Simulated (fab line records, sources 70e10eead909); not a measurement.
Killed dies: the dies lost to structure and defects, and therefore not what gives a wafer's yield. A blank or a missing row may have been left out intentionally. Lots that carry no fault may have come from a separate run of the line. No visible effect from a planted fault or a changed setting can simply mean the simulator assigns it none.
fab line records	flow nandHarc
record: lots: 12	wafers: 36	lastDay: 24
route steps=1159 shown A_STAIRCASE@726 A_SGD_CUT@755 END@1159
lots with no fault: from the same line, run without faults
startH: hours from the record's opening day to when the first of the lot's shown wafers began	waitH: hours since the lot's step before	" same as the row above	L1.1+2: a row that stands for several wafers	- no value, or no start given	* or withheld: withheld	< > ~ a bound
route shown NAME@n: NAME is a module with steps in the file, n the number in the route of the first one	usual: mean/standard deviation of fault-free wafers	same: alike in all rows	chamber/n: place in a boat	sites: each site's reading	_std_site: standard deviation across them	_edge_site: the outer-site mean with the inner-site mean subtracted	radiusMm: how far each site lies from the wafer's centre	mask NAME#n: copy n	behind: the last tool/chamber to shape the wafer	hold: reason for holding the lot/hours on hold/outcome of the hold	device: transistor that didn't switch, given as n, p or np	end of line: at the end of the route, the tests of the same wafers	a step without rows: its recipe alone	killed: dies that structure and defects cost at the first sort, which is not the same as the wafer's yield	map: the dies of a wafer, with x for killed, . for not killed, _ for no die there
set.NAME: the setting as run; set.NAME@STEP: as run at that earlier step	model.NAME: the simulator's own value behind a step, which no gauge read
a sample of lots followed through the steps of the route, with each step as a table and each wafer as a row
services: a tool's chamber out of use, with start hour (startH, from the record's first day; less than 0 if before it), hours out, and reason
== steps ==
step: NHARC_A_STAIRCASE_DESCUM_443
recipe: timeS: 3	o2FlowSccm: 200	arFlowSccm: 0	biasPowerW: 0	chemistry: O2
usual: drypumpMotorCurrentA: 5.5/0.52	oesProductAu: 1.005/0.0089	rfVppV: 57.9/0.91	showerheadPlenumPTorr: 1.93/0.093	throttleValvePct: 11.312/0.0092
lot.wafer	tool	chamber	startH	waitH	drypumpMotorCurrentA	oesProductAu	rfHoursCounterH	rfVppV	showerheadPlenumPTorr	throttleValvePct
L222.2	rieDiel-04	3	307.24	-	6.3	1.013	2	58.7	2.08	11.308
L222.1	"	2	"	"	5.7	1.024	2	56.9	1.96	11.289
L222.6	"	3	"	"	6.3	1.017	-	57.3	2.08	11.296
L223.1	rieDiel-03	2	307.78	-	5.2	1.007	30	58.0	2.05	11.315
L223.3	"	0	"	"	5.7	0.990	33	57.1	1.95	11.315
L223.5	"	2	"	"	5.2	0.992	-	58.6	2.05	11.304
L225.4	rieDiel-04	0	321.97	-	5.7	0.988	7	58.4	1.86	11.329
L225.2	"	1	"	"	5.1	1.014	6	56.9	1.82	11.310
L225.5	"	0	"	"	5.7	0.999	-	58.6	1.86	11.318
L224.3	rieDiel-09	0	322.89	-	6.4	1.007	24	58.2	1.96	11.316
L224.2	"	3	"	"	5.6	1.009	23	58.8	2.01	11.319
L224.5	"	0	"	"	6.4	0.997	-	59.2	1.96	11.311
L229.2	rieDiel-03	3	351.64	-	5.3	0.997	46	57.7	1.79	11.302
L229.4	"	3	"	"	5.3	0.992	-	57.5	1.79	11.317
L229.6	"	1	"	"	4.8	1.015	-	58.6	2.00	11.303
L228.1	rieDiel-04	0	351.79	-	5.7	1.006	18	57.7	1.86	11.315
L228.4	"	2	"	"	5.7	1.017	18	58.0	1.95	11.295
L228.5	"	1	"	"	5.1	1.017	-	57.0	1.81	11.310
L232.2	rieDiel-03	2	361.50	-	5.2	0.997	49	58.6	2.04	11.322
L232.5	"	1	"	"	4.8	1.000	-	59.0	2.00	11.316
L232.4	"	2	"	"	5.2	0.994	-	57.5	2.04	11.300
L233.3	rieDiel-09	0	361.72	-	6.4	0.984	39	59.3	1.95	11.299
L233.4	"	1	"	"	5.0	1.018	37	57.4	1.78	11.290
L233.6	"	0	"	"	6.4	0.999	-	58.2	1.95	11.322
L231.3	rieDiel-09	0	363.43	-	6.4	0.996	41	58.5	1.95	11.307
L231.5	"	0	"	"	6.3	0.984	-	56.9	1.95	11.303
L231.6	"	1	"	"	5.0	0.997	-	57.7	1.78	11.301
L240.3	rieDiel-09	1	417.66	-	5.0	1.000	59	58.1	1.78	11.310
L240.4	"	3	"	"	5.6	1.004	63	58.5	2.00	11.325
L240.1	"	0	"	"	6.4	0.995	61	58.0	1.95	11.320
L244.1	rieDiel-09	0	430.85	-	6.4	0.992	64	57.7	1.95	11.317
L244.3	"	2	"	"	5.6	0.999	65	58.6	1.96	11.334
L244.5	"	0	"	"	6.4	1.003	-	59.8	1.95	11.307
L242.3	rieDiel-03	2	430.90	-	5.2	1.005	8	58.4	2.03	11.300
L242.4	"	1	"	"	4.7	1.002	-	60.6	1.99	11.314
L242.5	"	2	"	"	5.2	0.996	-	56.9	2.03	11.308
step: NHARC_A_STAIRCASE_CMP_450
recipe: targetThkNm: 200	material: SiO2
usual: motorCurrentA: 12.4/1.5	slurryFlowMlMin: 150.0/0.44
lot.wafer	tool	chamber	startH	waitH	motorCurrentA	slurryFlowMlMin
L222.2	cmp-03	1	310.40	-	13.1	148.8
L222.1	"	2	"	"	13.7	150.4
L222.6	"	2	"	"	13.9	150.1
L223.3	cmp-01	0	310.99	-	12.0	149.4
L223.1	"	3	"	"	12.1	149.8
L223.5	"	1	"	"	14.6	150.2
L225.2	cmp-03	1	325.13	-	12.5	149.4
L225.4	"	3	"	"	12.6	149.8
L225.5	"	0	"	"	9.6	149.9
L224.2	cmp-03	3	326.30	-	13.1	149.9
L224.3	"	0	"	"	9.9	150.3
L224.5	"	2	"	"	14.6	150.6
L228.4	cmp-02	0	354.95	-	12.3	149.9
L228.1	"	1	"	"	12.8	150.2
L228.5	"	0	"	"	12.6	149.9
L229.2	cmp-02	0	355.38	-	12.4	150.4
L229.4	"	1	"	"	12.1	149.6
L229.6	"	0	"	"	12.0	150.5
L233.3	cmp-01	1	365.17	-	14.2	150.4
L233.4	"	2	"	"	9.7	150.2
L233.6	"	1	"	"	15.0	149.5
L232.4	cmp-02	3	365.72	-	12.1	150.8
L232.2	"	0	"	"	13.2	150.0
L232.5	"	0	"	"	11.8	149.1
L231.3	cmp-01	0	366.92	-	11.7	150.2
L231.5	"	3	"	"	11.7	150.6
L231.6	"	0	"	"	12.0	149.8
L240.4	cmp-03	0	420.82	-	9.8	150.0
L240.1	"	1	"	"	13.0	149.9
L240.3	"	3	"	"	13.3	150.2
L244.1	cmp-03	3	434.40	-	13.5	149.9
L244.3	"	0	"	"	9.4	149.2
L244.5	"	1	"	"	13.5	150.4
L242.3	cmp-01	3	434.78	-	12.0	150.0
L242.4	"	2	"	"	10.1	149.9
L242.5	"	0	"	"	11.8	150.0
step: NHARC_A_SGD_CUT_EXPOSE_06
recipe: na: 1.35	doseMj: 85.59	maskId: SGD
usual: exposureDoseMJCm2: 86.2/0.73
lot.wafer	tool	chamber	startH	waitH	mask	exposureDoseMJCm2
L222.1	arfiScanner-01	0	312.84	-	SGD#0	87.0
L222.2	"	0	"	"	SGD#0	86.9
L222.6	"	0	"	"	SGD#0	87.1
L223.1	arfiScanner-01	0	313.42	-	SGD#0	87.2
L223.3	"	0	"	"	SGD#0	87.2
L223.5	"	0	"	"	SGD#0	87.1
L225.2	arfiScanner-03	0	327.56	-	SGD#0	85.6
L225.4	"	0	"	"	SGD#0	85.5
L225.5	"	0	"	"	SGD#0	85.5
L224.2	arfiScanner-02	0	328.75	-	SGD#0	85.6
L224.3	"	0	"	"	SGD#0	85.6
L224.5	"	0	"	"	SGD#0	85.6
L228.1	arfiScanner-01	0	357.44	-	SGD#0	87.0
L228.4	"	0	"	"	SGD#0	86.9
L228.5	"	0	"	"	SGD#0	87.0
L229.2	arfiScanner-01	0	358.05	-	SGD#0	87.0
L229.4	"	0	"	"	SGD#0	87.1
L229.6	"	0	"	"	SGD#0	87.0
L233.3	arfiScanner-02	0	367.65	-	SGD#0	85.6
L233.4	"	0	"	"	SGD#0	85.8
L233.6	"	0	"	"	SGD#0	85.7
L232.2	arfiScanner-02	0	368.30	-	SGD#0	85.6
L232.4	"	0	"	"	SGD#0	85.5
L232.5	"	0	"	"	SGD#0	85.5
L231.3	arfiScanner-02	0	369.51	-	SGD#0	85.6
L231.5	"	0	"	"	SGD#0	85.6
L231.6	"	0	"	"	SGD#0	85.5
L240.1	arfiScanner-03	0	423.35	-	SGD#0	96.5
L240.3	"	0	"	"	SGD#0	96.6
L240.4	"	0	"	"	SGD#0	96.6
L244.1	arfiScanner-01	0	436.98	-	SGD#0	87.1
L244.3	"	0	"	"	SGD#0	87.1
L244.5	"	0	"	"	SGD#0	87.1
L242.3	arfiScanner-03	0	437.38	-	SGD#0	94.5
L242.4	"	0	"	"	SGD#0	94.5
L242.5	"	0	"	"	SGD#0	94.5
step: NHARC_A_SGD_CUT_CD_MEAS_09
recipe: targetCdNm: 100	landingEnergyEv: 500
usual: cdNm: 100.0/0.49
lot.wafer	tool	chamber	startH	waitH	cdNm
L222.1	cdSem-01	0	312.98	-	99.3
L222.2	"	0	"	"	99.5
L222.6	"	0	"	"	99.9
L223.1	cdSem-01	0	313.56	-	100.5
L223.3	"	0	"	"	100.0
L223.5	"	0	"	"	100.2
L225.2	cdSem-03	0	327.71	-	99.7
L225.4	"	0	"	"	100.2
L225.5	"	0	"	"	99.8
L224.2	cdSem-03	0	328.89	-	100.8
L224.3	"	0	"	"	100.4
L224.5	"	0	"	"	100.8
L228.1	cdSem-01	0	357.58	-	99.5
L228.4	"	0	"	"	99.1
L228.5	"	0	"	"	99.5
L229.2	cdSem-03	0	358.19	-	100.1
L229.4	"	0	"	"	100.3
L229.6	"	0	"	"	99.3
L233.3	cdSem-01	0	367.78	-	99.2
L233.4	"	0	"	"	99.2
L233.6	"	0	"	"	99.6
L232.2	cdSem-02	0	368.44	-	100.7
L232.4	"	0	"	"	99.8
L232.5	"	0	"	"	100.3
L231.3	cdSem-01	0	369.65	-	99.1
L231.5	"	0	"	"	99.5
L231.6	"	0	"	"	100.1
L240.1	cdSem-03	0	423.49	-	109.6
L240.3	"	0	"	"	109.6
L240.4	"	0	"	"	108.7
L244.1	cdSem-01	0	437.11	-	100.2
L244.3	"	0	"	"	99.7
L244.5	"	0	"	"	100.5
L242.3	cdSem-01	0	437.52	-	107.2
L242.4	"	0	"	"	107.6
L242.5	"	0	"	"	107.3
step: NHARC_A_SGD_CUT_ETCH_15
recipe: targetDepthA: 750	timeS: 64.3	ch3fFlowSccm: 50	o2FlowSccm: 30	arFlowSccm: 200	rfW: 500	biasW: 100	chemistry: CH3F/O2
usual: drypumpMotorCurrentA: 5.7/0.35	oesProductAu: 0.961/0.015	rfVppV: 264.1/1.9	showerheadPlenumPTorr: 2.47/0.12	throttleValvePct: 20.663/0.0088
lot.wafer	tool	chamber	startH	waitH	drypumpMotorCurrentA	oesProductAu	rfHoursCounterH	rfVppV	showerheadPlenumPTorr	throttleValvePct
L222.2	rieDiel-10	1	-	-	5.9	0.961	8	266.9	2.62	20.667
L222.1	"	2	"	"	6.3	0.965	7	266.8	2.63	20.665
L222.6	"	2	"	"	6.3	0.963	-	266.4	2.63	20.664
L223.3	rieDiel-11	3	-	-	5.7	0.940	14	261.5	2.34	20.654
L223.1	"	0	"	"	5.5	0.945	15	262.1	2.32	20.671
L223.5	"	0	"	"	5.5	0.945	-	262.8	2.32	20.653
L225.4	rieDiel-10	3	-	-	5.2	0.945	9	265.5	2.56	20.654
L225.2	"	0	"	"	5.6	0.950	9	261.9	2.35	20.665
L225.5	"	0	"	"	5.6	0.962	-	261.4	2.35	20.658
L224.3	rieDiel-11	1	-	-	6.1	0.962	15	264.8	2.41	20.671
L224.2	"	2	"	"	5.6	0.967	16	263.3	2.44	20.679
L224.5	"	1	"	"	6.1	0.950	-	261.9	2.41	20.671
L228.1	rieDiel-08	2	-	-	5.1	0.974	4	265.6	2.54	20.664
L228.4	"	3	"	"	6.2	0.946	5	264.9	2.41	20.662
L228.5	"	2	"	"	5.2	0.969	-	263.8	2.54	20.656
L229.4	rieDiel-11	3	-	-	5.7	0.948	19	262.3	2.34	20.668
L229.2	"	0	"	"	5.5	0.986	20	262.4	2.32	20.654
L229.6	"	3	"	"	5.7	0.948	-	262.2	2.34	20.662
L233.3	rieDiel-10	0	-	-	5.6	0.981	1	263.0	2.35	20.640
L233.4	"	1	"	"	5.9	0.984	0	267.1	2.62	20.667
L233.6	"	0	"	"	5.6	0.978	-	261.9	2.35	20.659
L232.4	rieDiel-10	2	-	-	6.3	0.943	1	266.9	2.63	20.648
L232.2	"	0	"	"	5.6	0.961	1	262.8	2.35	20.659
L232.5	"	2	"	"	6.3	0.934	-	267.4	2.63	20.668
L231.3	rieDiel-10	0	-	-	5.6	0.984	1	262.7	2.35	20.664
L231.5	"	0	"	"	5.6	0.976	-	262.5	2.35	20.665
L231.6	"	1	"	"	5.9	0.982	-	265.8	2.62	20.665
L240.1	rieDiel-11	0	-	-	5.5	0.971	6	262.5	2.32	20.663
L240.3	"	2	"	"	5.6	0.968	7	264.0	2.44	20.663
L240.4	"	3	"	"	5.6	0.957	7	262.2	2.33	20.663
L244.3	rieDiel-08	0	-	-	5.7	0.965	12	264.1	2.41	20.649
L244.1	"	2	"	"	5.1	0.923	10	265.0	2.54	20.653
L244.5	"	3	"	"	6.3	0.942	-	262.4	2.41	20.659
L242.3	rieDiel-11	0	-	-	5.4	0.955	8	261.3	2.31	20.645
L242.4	"	1	"	"	6.1	0.962	8	263.2	2.40	20.658
L242.5	"	1	"	"	6.1	0.952	-	263.7	2.40	20.688
step: NHARC_END_SORT_01
recipe: tempC: 25
usual: killedAtArray: 24/8.8	killedAtOther: 0.7/0.99	killedAtPeriphery: 3.5/2.6	killedDies: 28/9.3	killedOpen: 3.2/1.7	killedShort: 1.7/1.4
same: grossDies: 677
lot.wafer	tool	chamber	startH	waitH	killedAtArray	killedAtOther	killedAtPeriphery	killedDies	killedOpen	killedShort
L240.1	prober-01	0	554.39	2.4	34	3	2	39	3	3
L242.3	prober-01	0	575.66	3.1	46	0	2	48	3	2
L242.5	prober-01	0	577.25	3.7	33	1	0	34	4	2
killed by level:class
L240.1 A_CHANNEL_HOLE_D1:chamberFilmFlake=18 A_CONTACT:chamberFilmFlake=7 A_BONDPAD:chamberFilmFlake=3 THIN_TSV:chamberFilmFlake=3 A_STAIRCASE:chamberFilmFlake=2 P_M0:geometricParticle:open=1 P_M2:geometricParticle:short=1 A_ONON_D1:geometricParticle:short=1
L242.3 A_CHANNEL_HOLE_D1:chamberFilmFlake=19 A_SLIT:chamberFilmFlake=15 A_STAIRCASE:chamberFilmFlake=4 A_CONTACT:chamberFilmFlake=4 P_GATE:geometricParticle:open=2 A_CHANNEL_HOLE_D1:geometricParticle:short=1 A_CONTACT:geometricParticle:open=1 A_M1:geometricParticle:short=1
L242.5 A_CHANNEL_HOLE_D1:chamberFilmFlake=10 A_SLIT:chamberFilmFlake=6 A_CONTACT:chamberFilmFlake=6 A_STAIRCASE:chamberFilmFlake=4 A_SOURCE_PLATE:geometricParticle:short=1 A_ONON_D1:geometricParticle:short=1 A_ONON_D1:geometricParticle:open=1 A_CHANNEL_HOLE_D1:geometricParticle:open=1
== services ==
tool	chamber	startH	hours	kind
cmp-03	-	284.89	1.5	repair
cmp-01	-	285.82	2.0	repair
cmp-01	-	288.07	1.1	repair
cmp-03	-	296.10	4.2	repair
rieDiel-10	2	298.33	8.1	repair
arfiScanner-01	-	307.80	4.3	repair
rieDiel-03	3	309.67	6.2	repair
rieDiel-11	1	312.19	5.3	repair
rieDiel-03	1	312.57	18.9	repair
rieDiel-11	3	320.89	4.7	repair
rieDiel-03	-	333.37	0.1	repair
rieDiel-09	1	339.50	1.9	repair
cmp-03	-	343.88	3.1	repair
rieDiel-11	2	347.51	4.3	repair
rieDiel-09	0	353.43	2.7	repair
rieDiel-10	-	353.50	9.0	pm
cmp-03	-	353.83	4.0	pm
cmp-03	-	358.02	0.2	repair
cmp-03	-	358.46	1.6	repair
rieDiel-11	-	366.63	9.0	pm
arfiScanner-01	-	368.00	4.0	pm
rieDiel-09	0	371.94	1.3	repair
rieDiel-10	-	376.53	2.5	repair
rieDiel-09	-	432.52	9.0	pm
== key ==
firstSign: step: NHARC_A_SGD_CUT_EXPOSE_06	reading: exposureDoseMJCm2	direction: up	sigmas: 13	usual: 86.2	struck: 95.5
effect: step: NHARC_A_SGD_CUT_CD_MEAS_09	reading: cdNm	direction: up	sigmas: 17	usual: 100.0	struck: 108.3	through: controlLoop
metAt NHARC_A_SGD_CUT_EXPOSE_06
struckLots L240,L242
testerLeftOut L240,L242
loopTrim: step: NHARC_A_SGD_CUT_EXPOSE_06	setting: dose	lots: L242
notActingAt NHARC_A_STAIRCASE_DESCUM_443,NHARC_A_STAIRCASE_CMP_450,NHARC_A_SGD_CUT_ETCH_15
onsetBetween 327.56 423.35
fault: kind: processParameterDrift	tool: arfiScanner-03	chamber: -	onsetH: 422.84	steps: NHARC_A_SGD_CUT_EXPOSE_06	channel: doseMj	offset: 11.092	shape: step	actsIn: theseRecipesOnly	stated: 85.59
testerLeftOut: of these lots the tester's yield and bins aren't shown, on N5 and GAA mostly nor the transistor test; their killed dies are dies lost to structure and defects alone, not to doping, threshold or leakage, so they don't give the yield
loopTrim: a control loop set the setting to another value than it would have without faults
